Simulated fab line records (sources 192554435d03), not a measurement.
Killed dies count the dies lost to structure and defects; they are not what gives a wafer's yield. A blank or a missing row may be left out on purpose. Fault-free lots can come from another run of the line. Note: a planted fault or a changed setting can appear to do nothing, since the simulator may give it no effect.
fab line records ; flow n5Finfet
record: lots: 4; wafers: 12; lastDay: 18
route steps=1938 shown PMOS_HMC_CHANNEL_EPI@87 FIN_SAQP@90 BEOL_M4@1111
lots untouched by any fault: they come from a run of this same line in which no faults occurred
startH: start of the lot's first displayed wafer, in hours after the record's first day ; waitH: hours elapsed since this lot's preceding step ; " repeats the value in the row above ; L1.1+2: a row that stands for several wafers ; - no value, or no start given ; * or withheld: withheld ; < > ~ a bound
route shown NAME@n: names a module that has steps shown in the file, with the first one's number in the route ; usual: mean/standard deviation of fault-free wafers ; same: alike in all rows ; chamber/n: place in a boat ; sites: readings site by site ; _std_site: the values' standard deviation ; _edge_site: inner sites' mean taken away from outer sites' mean ; radiusMm: for every site, how far away it sits from the centre of the wafer ; mask NAME#n: copy n ; behind: the most recent tool/chamber to have shaped the wafer ; hold: why the lot went on hold/how many hours it stayed there/how the hold came to an end ; device: the transistor (n, p or np) that didn't switch ; end of line: the same wafers' tests at the end of the route ; for a step that has no rows: nothing shown but its recipe ; killed: dies lost to structure and defects at the first sort, not the wafer's yield ; map: a wafer's dies, marking killed ones x, the rest . and places with no die _
set.NAME: the setting that was run; set.NAME@STEP: the one run at that earlier step ; model.NAME: the simulator's own value behind a step, which no gauge read
lots at selected steps of the route; one table per step, one row per wafer
services: a tool's chamber out of use, with start hour (startH, from the record's first day; less than 0 if before it), hours out, and reason
== steps ==
step: N5_PMOS_HMC_CHANNEL_EPI_EPI_26
recipe: material: Si; targetThkA: 38; tempC: 650; precursor: SiH4/H2; pressureTorr: 20; timeS: 22.7
step: N5_FIN_SAQP_PRECLEAN_42
recipe: chemistry: O3/DIW; timeS: 60; tempC: 22; o3Ppm: 10
step: N5_FIN_SAQP_PRECLEAN_00
recipe: chemistry: SC1; timeS: 60; tempC: 55; mix: 1:2:50
step: N5_FIN_SAQP_PRECLEAN_44
recipe: chemistry: SC2; timeS: 45; tempC: 35; mix: 1:1:50
step: N5_FIN_SAQP_SRD_01
recipe: dry: ipaMarangoni; timeS: 30; tempC: 23; rinseLiquid: diw
step: N5_FIN_SAQP_ALD_61
recipe: material: SiO2; targetThkA: 40; tempC: 300; aldPrecursorFamily: BDEAS; aldCoReactant: O2-plasma; pulseTimeS: 1; purgeTimeS: 2; coReactantPurgeTimeS: 2; aldCycles: 43; pressureTorr: 2
step: N5_FIN_SAQP_DENSIFY_62
recipe: tempC: 700; timeS: 60; ambient: N2; idleTempC: 600; rampUpCPerS: 150; rampDownCPerS: 60; coolToC: 600
step: N5_FIN_SAQP_HM_DEP_03
recipe: material: SiNx; targetThkA: 380; tempC: 400; precursor: SiH4/NH3/N2; pressureTorr: 1.5; rfW: 300; timeS: 33.6
step: N5_FIN_SAQP_PECVD_47
recipe: material: a-Si; targetThkA: 450; tempC: 400; precursor: SiH4/He; pressureTorr: 3; rfW: 100; timeS: 36.3
step: N5_FIN_SAQP_PECVD_48
recipe: material: SiNx; targetThkA: 250; tempC: 400; precursor: SiH4/NH3/N2; pressureTorr: 1.5; rfW: 300; timeS: 22.1
usual: heaterPowerW: 822/100; showerheadPlenumPTorr: 5.11/0.062; throttleValvePct: 40.1/2.4
lot.wafer;tool;chamber;startH;waitH;heaterPowerW;showerheadPlenumPTorr;throttleValvePct;model.SiNx_of_FIN_SAQP_PECVD_48.thkNm
L391.1;pecvd-04;0;81.93;0.0;794;5.12;40.2;24.64
L391.2;pecvd-04;2;81.93;0.0;1073;5.02;39.5;24.66
L391.4;pecvd-04;0;81.93;0.0;776;5.11;39.9;25.2
L394.3;pecvd-04;2;100.47;0.0;1039;5.03;39.6;24.51
L394.4;pecvd-04;2;100.47;0.0;1065;5.02;39.7;38.13
L394.6;pecvd-04;1;100.47;0.0;687;5.10;44.7;25.43
L399.1;pecvd-01;1;130.26;0.0;791;5.10;40.7;24.95
L399.2;pecvd-01;2;130.26;0.0;819;5.19;37.4;25.22
L399.6;pecvd-01;2;130.26;0.0;863;5.20;37.3;25.84
L401.3;pecvd-04;0;141.64;0.0;689;5.12;40.0;24.86
L401.4;pecvd-04;0;141.64;0.0;713;5.13;40.2;38.05
L401.5;pecvd-04;1;141.64;0.0;820;5.11;44.7;25.17
step: N5_FIN_SAQP_PECVD_06
recipe: material: a-Si; targetThkA: 600; tempC: 400; precursor: SiH4/He; pressureTorr: 3; rfW: 100; timeS: 48.1
step: N5_FIN_SAQP_HM_DEP_72
recipe: material: SiO2; targetThkA: 120; tempC: 400; precursor: SiH4/N2O; pressureTorr: 0.75; rfW: 275; timeS: 7.2
step: N5_FIN_SAQP_COAT_49
recipe: resist: SOC; tempC: 250; timeS: 60; spinRpm: 1500; resistThkNm: 100
step: N5_FIN_SAQP_COAT_50
recipe: resist: SiARC; tempC: 220; timeS: 60; spinRpm: 1500; resistThkNm: 35
step: N5_FIN_SAQP_COAT_10
recipe: resist: CAR-ArF; spinRpm: 1500; resistThkNm: 90
step: N5_FIN_SAQP_EBR_12
recipe: solvent: PGMEA; ebrWidthMm: 1.5
step: N5_FIN_SAQP_SOFTBAKE_11
recipe: tempC: 110; timeS: 60; resist: CAR-ArF
step: N5_FIN_SAQP_EXPOSE_13
recipe: maskId: FIN_CORE; na: 1.35; sourceShape: dipole; sigmaInner: 0.538; sigmaOuter: 0.738; polarization: te; targetCdNm: 35.6; doseMj: 63.25
step: N5_FIN_SAQP_PEB_14
recipe: pebTempC: withheld; pebTimeS: 60; resist: CAR-ArF
step: N5_FIN_SAQP_DEVELOP_15
recipe: developTimeS: 30; developer: TMAH; resist: CAR-ArF; devTempC: 23; rinseLiquid: diw; dry: airSpin
step: N5_FIN_SAQP_DESCUM_21
recipe: chemistry: O2; timeS: 7.9; sourcePowerW: 50; biasPowerW: 20; pressureMtorr: 20; rfFrequencyHz: 2.712e+07; tempC: 40; resist: CAR-ArF; o2FlowSccm: 225
step: N5_FIN_SAQP_ETCH_51
recipe: chemistry: CF4; target: SiARC; targetDepthA: 455; maskMaterial: CAR-ArF; timeS: 75.8; ionEnergyEv: 80; pressureMtorr: 40; sourceW: 545; biasW: 36; Ar_flow_sccm: 100; cf4FlowSccm: 100; ends: cleared
step: N5_FIN_SAQP_ETCH_52
recipe: chemistry: N2/H2; target: SOC; targetDepthA: 1000; overetchA: 200; maskMaterial: SiARC; tempC: 40; timeS: 150; ionEnergyEv: 200; pressureMtorr: 30; sourceW: 840; biasW: 150; n2FlowSccm: 200; h2FlowSccm: 200; ends: endPoint
step: N5_FIN_SAQP_STRIP_53
recipe: chemistry: N2/H2; tempC: 40; n2FlowSccm: 200; h2FlowSccm: 200; rfFrequencyHz: 6e+07
step: N5_FIN_SAQP_HM_OPEN_73
recipe: chemistry: CHF3/O2; target: SiO2; stopOn: a-Si; targetDepthA: 120; overEtchFrac: 1.8; maskMaterial: SOC; timeS: 16.8; pressureMtorr: 30; sourceW: 650; biasW: 170; Ar_flow_sccm: 200; CHF3_flow_sccm: 50; O2_flow_sccm: 5; ionEnergyEv: 200; ends: endPoint
step: N5_FIN_SAQP_STRIP_74
recipe: chemistry: CHF3/O2; resist: SiARC; rfFrequencyHz: 6e+07
step: N5_FIN_SAQP_MANDREL_ETCH_22
recipe: targetDepthA: 600; chemistry: HBr/Cl2; target: a-Si; stopOn: SiNx; btTimeS: 10; overEtchFrac: 0.5; timeS: 30; pressureMtorr: 10; icpW: 800; biasW: 75; HBr_flow_sccm: 150; Cl2_flow_sccm: 80; ends: endPoint
usual: chamberPressureMTorr: 10.000/0.0094; drypumpMotorCurrentA: 5.6/0.41; oesProductAu: 0.771/0.017; throttleValvePct: 35.3/0.31
lot.wafer;tool;chamber;startH;waitH;chamberPressureMTorr;drypumpMotorCurrentA;oesProductAu;rfHoursCounterH;throttleValvePct;model.SiNx_of_FIN_SAQP_PECVD_48.thkNm
L391.1;rieSi-01;3;82.97;0.0;9.992;5.5;0.775;87;34.9;24.64
L391.2;rieSi-01;1;82.97;0.0;9.997;5.7;0.757;14;35.6;24.49
L391.4;rieSi-01;2;82.97;0.0;9.992;4.8;0.771;42;35.2;25.12
L394.3;rieSi-01;2;101.39;0.0;10.007;4.8;0.781;43;35.2;24.43
L394.4;rieSi-01;1;101.39;0.0;9.999;5.7;0.777;15;35.5;37.96
L394.6;rieSi-01;0;101.39;0.0;10.016;6.0;0.760;-;35.4;25.37
L399.1;rieSi-05;1;131.26;0.0;10.009;5.0;0.766;62;35.5;24.92
L399.2;rieSi-05;2;131.26;0.0;9.996;6.0;0.775;159;35.4;25.22
L399.6;rieSi-05;0;131.26;0.0;10.011;5.8;0.785;-;35.0;25.74
L401.3;rieSi-02;2;142.93;0.0;10.001;6.1;0.795;83;34.5;24.79
L401.4;rieSi-02;1;142.93;0.0;10.000;5.4;0.801;29;35.1;37.98
L401.5;rieSi-02;2;142.93;0.0;10.000;6.1;0.804;-;34.5;25.1
step: N5_FIN_SAQP_STRIP_55
recipe: chemistry: N2/H2; powerW: 500; tempC: 40; pressureMtorr: 50; rfFrequencyHz: 6e+07; overashFraction: 0.3; biasPowerW: 28; h2Frac: 0.5; n2FlowSccm: 300; h2FlowSccm: 300
step: N5_FIN_SAQP_STRIP_23
recipe: chemistry: SPM; timeS: 750; tempC: 130; h2so4H2o2VolRatio: 4
step: N5_FIN_SAQP_SRD_66
recipe: dry: ipaMarangoni; timeS: 30; tempC: 23; rinseLiquid: diw
step: N5_FIN_SAQP_RECESS_75
recipe: chemistry: HF/NH3; target: SiO2; targetDepthA: 144; afsCycles: 3; tempC: 30; sublimationTempC: 180; sublimationTimeS: 60
step: N5_FIN_SAQP_SPACER1_ALD_24
recipe: material: SiO2; targetThkA: 203; tempC: 300; aldPrecursorFamily: BDEAS; aldCoReactant: O2-plasma; pulseTimeS: 1; purgeTimeS: 2; coReactantPurgeTimeS: 2; aldCycles: 218; pressureTorr: 2
step: N5_FIN_SAQP_SPACER1_ETCHBACK_25
recipe: chemistry: CHF3/O2; mode: anisotropicEtchback; target: SiO2; targetDepthA: 244; timeS: 12.2; pressureMtorr: 30; sourceW: 650; biasW: 170; Ar_flow_sccm: 200; CHF3_flow_sccm: 50; O2_flow_sccm: 5; ionEnergyEv: 200
step: N5_FIN_SAQP_MANDREL1_REMOVE_56
recipe: chemistry: HBr/Cl2/O2; btTimeS: 10; target: a-Si; stopOn: SiNx; endpoint: OES-SiCl; overEtchFrac: 1; icpW: 600; biasW: 22; HBr_flow_sccm: 150; Cl2_flow_sccm: 80; O2_flow_sccm: 5; pressureMtorr: 10
step: N5_FIN_SAQP_ETCH_57
recipe: chemistry: CH3F/O2; target: SiNx; maskMaterial: SiO2; targetDepthA: 325; timeS: 46.4; pressureMtorr: 30; sourceW: 395; biasW: 73; Ar_flow_sccm: 150; CH3F_flow_sccm: 30; O2_flow_sccm: 20; ionEnergyEv: 120; ends: cleared
usual: chamberPressureMTorr: 30.003/0.026; drypumpMotorCurrentA: 5.6/0.38; etchRfOnTimeS: 46.4/0.97; mfcArSccm: 149.9/0.44; oesProductAu: 0.67/0.081; rfVppV: 298/7.2; showerheadPlenumPTorr: 2.04/0.06; throttleValvePct: 16.24/0.26
lot.wafer;tool;chamber;startH;waitH;chamberPressureMTorr;drypumpMotorCurrentA;etchRfOnTimeS;mfcArSccm;oesProductAu;rfHoursCounterH;rfVppV;showerheadPlenumPTorr;throttleValvePct;model.etch.depthNm
L391.1;rieDiel-01;1;84.81;0.1;29.990;5.3;46.6;151.2;0.63;177;298;2.08;16.47;24.64
L391.2;rieDiel-01;0;84.81;0.1;30.013;5.9;47.0;149.8;0.58;247;294;1.90;16.27;24.49
L391.4;rieDiel-01;3;84.81;0.1;29.972;5.2;46.5;150.1;0.79;15;288;2.05;16.03;25.12
L394.3;rieDiel-01;1;103.19;0.0;30.015;5.3;46.2;149.8;0.64;181;297;2.08;16.48;24.43
L394.4;rieDiel-01;1;103.19;0.0;30.040;5.3;72.2;149.8;0.64;-;296;2.08;16.46;37.96
L394.6;rieDiel-01;3;103.19;0.0;29.984;5.2;46.7;150.3;0.78;-;288;2.05;16.03;25.37
L399.1;rieDiel-01;1;133.44;0.2;29.997;5.3;47.0;149.7;0.63;188;298;2.08;16.47;24.92
L399.2;rieDiel-01;0;133.44;0.2;29.988;5.9;46.8;149.6;0.81;3;299;2.15;15.86;25.22
L399.6;rieDiel-01;1;133.44;0.2;29.955;5.3;48.2;150.2;0.63;-;299;2.08;16.49;25.74
L401.3;rieDiel-06;1;145.33;0.4;29.960;5.5;46.4;150.1;0.71;-;302;2.02;16.37;24.79
L401.4;rieDiel-06;3;145.33;0.4;30.065;4.9;72.4;149.1;0.60;-;295;1.91;16.35;37.98
L401.5;rieDiel-06;3;145.33;0.4;29.987;4.9;47.5;149.6;0.60;-;296;1.91;16.33;25.1
step: N5_BEOL_M4_RC_MEAS_101
usual: DIBL_N: 36.0/1.9; DIBL_P: 35.6/2.2; IOFF_N: 0.15/0.031; IOFF_P: 0.19/0.032; ION_N: 668/11; ION_P: 455/7.2; SS_N: 71.5/0.65; SS_P: 73.4/0.64; VT_N: 251/3.6; VT_P: -253/3.3
lot.wafer;tool;chamber;startH;waitH;DIBL_N[mV/V];DIBL_P[mV/V];IOFF_N[nA/um];IOFF_P[nA/um];ION_N[uA/um];ION_P[uA/um];SS_N[mV/dec];SS_P[mV/dec];VT_N[mV];VT_P[mV]
L391.1;prober-01;0;288.16;0.0;35.0;34.0;0.14;0.17;665;455;71.5;73.4;251;-252
L391.2;prober-01;0;288.16;0.0;35.0;35.2;0.14;0.19;667;461;70.5;73.4;249;-249
L391.4;prober-01;0;288.16;0.0;35.8;35.6;0.16;0.20;677;457;69.9;73.8;247;-251
L394.3;prober-02;0;304.51;0.3;36.6;37.1;0.17;0.19;672;455;71.6;73.1;247;-253
L394.4;prober-02;0;304.51;0.3;36.5;37.5;0.16;0.20;669;453;71.7;73.2;250;-252
L394.6;prober-02;0;304.51;0.3;35.4;35.7;0.14;0.17;660;449;71.6;73.2;256;-255
L399.1;prober-02;0;313.66;0.0;39.0;37.8;0.18;0.21;668;457;71.8;74.2;249;-252
L399.2;prober-02;0;313.66;0.0;36.6;35.2;0.15;0.18;674;453;70.4;73.2;252;-253
L399.6;prober-02;0;313.66;0.0;36.7;35.5;0.15;0.18;682;458;71.2;73.5;252;-255
L401.3;prober-02;0;322.74;0.3;36.7;36.8;0.16;0.21;679;462;71.7;74.5;253;-251
L401.4;prober-02;0;322.74;0.3;34.6;34.9;0.14;0.19;672;459;71.3;73.6;250;-251
L401.5;prober-02;0;322.74;0.3;35.8;36.5;0.16;0.21;668;459;72.2;73.2;254;-250
== services ==
tool;chamber;startH;hours;kind
pecvd-04;0;66.56;5.5;scheduledDown
pecvd-04;1;81.71;5.5;scheduledDown
rieDiel-01;1;88.33;1.7;repair
rieDiel-01;0;99.46;-;clean
rieDiel-01;0;99.46;-;consumableReplace:focusRing
rieDiel-01;0;99.46;-;consumableReplace:showerhead
rieDiel-01;0;99.46;25.6;scheduledDown
rieDiel-01;0;99.46;25.6;ventCycle
pecvd-04;1;103.45;2.1;scheduledDown
rieDiel-01;1;111.49;9.7;repair
rieDiel-06;0;130.10;4.0;repair
rieDiel-06;0;141.88;-;clean
rieDiel-06;0;141.88;-;consumableReplace:focusRing
rieDiel-06;0;141.88;33.7;scheduledDown
rieDiel-06;0;141.88;33.7;ventCycle
== key ==
firstSign: step: N5_FIN_SAQP_ETCH_57; reading: etchRfOnTimeS; direction: up; sigmas: 27; usual: *; struck: *
effect none on later readings
modelEffect: step: N5_FIN_SAQP_PECVD_48; value: SiNx_of_FIN_SAQP_PECVD_48.thkNm; without: 25.01; struck: 38.09
modelEffect: step: N5_FIN_SAQP_MANDREL_ETCH_22; value: SiNx_of_FIN_SAQP_PECVD_48.thkNm; without: 24.89; struck: 37.97
modelEffect: step: N5_FIN_SAQP_ETCH_57; value: etch.depthNm; without: 24.89; struck: 37.97
metAt N5_FIN_SAQP_PECVD_48
struckWafers L394.4,L401.4
onsetBetween 81.93 100.47
fault: kind: processParameterDrift; tool: pecvd-04; chamber: -; onsetH: 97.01; steps: N5_FIN_SAQP_PECVD_48; channel: timeS; offset: *; shape: step; endH: 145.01; scope: struckWafersOnly; actsIn: *; stated: *
